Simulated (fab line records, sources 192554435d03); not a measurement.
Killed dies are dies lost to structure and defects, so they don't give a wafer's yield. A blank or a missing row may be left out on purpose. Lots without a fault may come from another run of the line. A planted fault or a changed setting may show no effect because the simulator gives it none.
Split-lot experiment | flow n5_finfet | 7 lots, 21 wafers read, on a route of 1938 steps

THE SPLIT
At N5_BEOL_M7_TRENCH_ETCH_37 (etches SiCOH lowk in C4F6/O2, target depth 93.478 nm, time 31.2 s), the setting source_w was moved away from the recipe's 345 W on 8 of the 21 wafers read, by -17.8% to +15.1%. The other wafers ran this setting at the recipe's value.

FROM THE SPLIT TO THE READING: what the file shows between them, 12 steps
- N5_BEOL_M7_ETCH_41: etches SiCN in CH3F/O2, target depth 31.9 nm, time 57.8 s
- N5_BEOL_M7_STRIP_80: strips in N2/H2, time 10 s
- N5_BEOL_M7_OCD_MEAS_38
- N5_BEOL_M7_HM_STRIP_39: strips TiN in peroxide tin strip, target depth 25 nm, time 158 s
- N5_BEOL_M7_SRD_40: time 30 s
- N5_BEOL_M7_PRECLEAN_42: cleans in residue remover, time 60 s
- N5_BEOL_M7_ECD_50: material Cu, target thk 300 nm
- N5_BEOL_M7_ANNEAL_51: time 90 s
- N5_BEOL_M7_CMP_52: polishes, stops on SiCOH lowk, t overpolish 6.9 s, target thk 80 nm
- N5_BEOL_M7_THK_MEAS_53: measures by xrf
- N5_BEOL_M7_PRE_CLEAN_55: time 15 s
- N5_BEOL_M7_DEP_56: deposits SiCN from 3MS/NH3, target thk 10 nm, time 17.5 s

THE READING
M7_RS, in ohm/sq, at N5_BEOL_M7_RS_MEAS_57 (measures by four-point-probe). Fault-free wafers of this fab line usually give 0.288 ohm/sq, standard deviation 0.0075 ohm/sq.

wafer  | tool, chamber at the split | source_w as run, W | against the recipe | M7_RS, ohm/sq | against lot-mates on the recipe
L078.3 | rie_diel-05, 3             | 345                | recipe             | 0.280         | -
L078.5 | rie_diel-05, 0             | 345                | recipe             | 0.277         | -
L078.6 | rie_diel-05, 3             | 345                | recipe             | 0.281         | -
L081.1 | rie_diel-06, 2             | 345                | recipe             | 0.300         | -
L081.2 | rie_diel-06, 0             | 286.1              | -17.1%             | 0.314         | +0.014
L081.4 | rie_diel-06, 3             | 286.1              | -17.1%             | 0.313         | +0.013
L083.2 | rie_diel-06, 1             | 345                | recipe             | 0.298         | -
L083.5 | rie_diel-06, 3             | 345                | recipe             | 0.287         | -
L083.6 | rie_diel-06, 2             | 345                | recipe             | 0.295         | -
L082.1 | rie_diel-02, 3             | 397.1              | +15.1%             | 0.261         | -0.024
L082.3 | rie_diel-02, 0             | 345                | recipe             | 0.285         | -
L082.6 | rie_diel-02, 0             | 397.1              | +15.1%             | 0.261         | -0.024
L084.1 | rie_diel-05, 0             | 345                | recipe             | 0.289         | -
L084.3 | rie_diel-05, 3             | 361.5              | +4.8%              | 0.282         | -0.010
L084.5 | rie_diel-05, 1             | 345                | recipe             | 0.294         | -
L096.2 | rie_diel-06, 1             | 345                | recipe             | 0.304         | -
L096.3 | rie_diel-06, 2             | 283.6              | -17.8%             | 0.336         | +0.037
L096.6 | rie_diel-06, 2             | 345                | recipe             | 0.294         | -
L097.2 | rie_diel-02, 1             | 316.4              | -8.3%              | 0.312         | +0.031
L097.3 | rie_diel-02, 3             | 316.4              | -8.3%              | 0.298         | +0.017
L097.4 | rie_diel-02, 3             | 345                | recipe             | 0.281         | -

THE FIT
A straight line over all 21 wafers: M7_RS changes by -0.00185 ohm/sq for each +1% of source_w; r = -0.89; the points scatter about the line by 0.0082 ohm/sq.
The same after taking each lot's own level away (the mean of its wafers on the recipe; 21 wafers): -0.0015 ohm/sq for each +1%; r = -0.89; scatter 0.0069 ohm/sq.
On that fit, the largest move of source_w shifts the reading by 0.027 ohm/sq.
The lots' own levels span 0.2793 to 0.3000 ohm/sq, that is 2.8 times the standard deviation above.
So the lot-to-lot level changes the slope: the two fits differ.
Check: with one of the wafers moved furthest among these (-17.8%) left out of the fit, the line predicts +0.024 ohm/sq for it against its lot-mates. It came out at +0.037 ohm/sq against them.
Tool readings at the split's step, against how far the setting was moved: rf_vpp_V r = -0.99.

THE WHOLE CHAIN: every reading that the file lists as answering this split, in the file's order
step                      | what it does                                                        | reading                                                                      | change (the file's fit)               | r (the file's)
N5_BEOL_M7_TRENCH_ETCH_37 | etches SiCOH lowk in C4F6/O2, target depth 93.478 nm, time 31.2 s   | rf_vpp_V                                                                     | -3.46 V for each +1% of the setting   | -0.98
N5_BEOL_M7_TRENCH_ETCH_37 | etches SiCOH lowk in C4F6/O2, target depth 93.478 nm, time 31.2 s   | etch.depth_nm (the simulator's own value, which no gauge read)               | +0.335 nm for each +1% of the setting | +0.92
N5_BEOL_M7_TRENCH_ETCH_37 | etches SiCOH lowk in C4F6/O2, target depth 93.478 nm, time 31.2 s   | BEOL_M7.feature_depth_nm (the simulator's own value, which no gauge read)    | +0.332 nm for each +1% of the setting | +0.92
N5_BEOL_M7_OCD_MEAS_38    |                                                                     | trench_depth_nm                                                              | +0.35 nm for each +1% of the setting  | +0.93
N5_BEOL_M7_CMP_52         | polishes, stops on SiCOH lowk, t overpolish 6.9 s, target thk 80 nm | Cu_of_BEOL_M7_ECD_50.thk_nm (the simulator's own value, which no gauge read) | +0.351 nm for each +1% of the setting | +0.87
N5_BEOL_M7_THK_MEAS_53    | measures by xrf                                                     | M7_THK                                                                       | +0.37 for each +1% of the setting     | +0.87
N5_BEOL_M7_RS_MEAS_57     | measures by four-point-probe                                        | M7_RS                                                                        | -0.0016 for each +1% of the setting   | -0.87

THE FILE'S OWN FIT
M7_RS changes by -0.0016 ohm/sq for each +1% of source_w, r = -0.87.
